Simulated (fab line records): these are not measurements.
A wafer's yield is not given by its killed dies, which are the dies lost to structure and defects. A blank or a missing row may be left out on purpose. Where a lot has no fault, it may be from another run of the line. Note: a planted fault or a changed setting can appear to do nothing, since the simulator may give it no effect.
Matching of chambers + flow nandHarc + NHARC_A_STAIRCASE_DESCUM_443 on rieDiel-09 has 4 sister chambers
The step chemistry O2, time 3 s. 8 wafers are shown with their chamber, then 11 later ones without.

WAFERS PAIRED WITH THEIR CHAMBERS
| wafer  | chamber | drypumpMotorCurrentA (A) | showerheadPlenumPTorr (Torr) |
|--------|---------|--------------------------|------------------------------|
| L084.1 | 1       | 5.7                      | 1.88                         |
| L087.2 | 1       | 5.7                      | 1.88                         |
| L087.3 | 0       | 5.7                      | 1.87                         |
| L089.5 | 0       | 5.8                      | 1.87                         |
| L090.1 | 2       | 5.5                      | 1.94                         |
| L090.5 | 2       | 5.5                      | 1.94                         |
| L090.6 | 3       | 6.6                      | 1.90                         |
| L093.1 | 3       | 6.6                      | 1.89                         |

WAFERS MISSING THEIR CHAMBER
| wafer  | drypumpMotorCurrentA (A) | showerheadPlenumPTorr (Torr) |
|--------|--------------------------|------------------------------|
| L093.2 | 5.5                      | 1.94                         |
| L093.4 | 5.7                      | 1.86                         |
| L095.3 | 5.7                      | 1.87                         |
| L095.5 | 5.7                      | 1.87                         |
| L095.6 | 5.7                      | 1.86                         |
| L096.4 | 5.5                      | 1.94                         |
| L096.5 | 5.8                      | 1.86                         |
| L096.6 | 6.6                      | 1.89                         |
| L097.3 | 5.7                      | 1.86                         |
| L097.5 | 6.6                      | 1.89                         |
| L097.6 | 5.5                      | 1.94                         |

WHICH CHAMBER EACH ONE RAN IN
| wafer  | from the rows above     | in truth |
|--------|-------------------------|----------|
| L093.2 | 2                       | 2        |
| L093.4 | 0                       | 0        |
| L095.3 | can't be placed: 0 or 1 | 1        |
| L095.5 | can't be placed: 0 or 1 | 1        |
| L095.6 | 0                       | 0        |
| L096.4 | 2                       | 2        |
| L096.5 | 0                       | 0        |
| L096.6 | 3                       | 3        |
| L097.3 | 0                       | 0        |
| L097.5 | 3                       | 3        |
| L097.6 | 2                       | 2        |
Placed correctly: 9 of 11. From these rows, 2 cannot be placed; in 2 the true chamber is one of the candidates. 0 placed wrongly.
How it was worked out, from the rows above alone: a wafer's distance from a chamber is the root of the sum, over the readings, of the square of ((its reading less the chamber's mean) divided by the reading's scatter). The wafer belongs to the nearest chamber; if the next one is less than 2 further off, it can't be placed. Each chamber's mean is taken over the wafers shown for it. The scatter: the root of (the sum of the squares of (reading less its chamber's mean) over the shown wafers, divided by (wafers less chambers)).
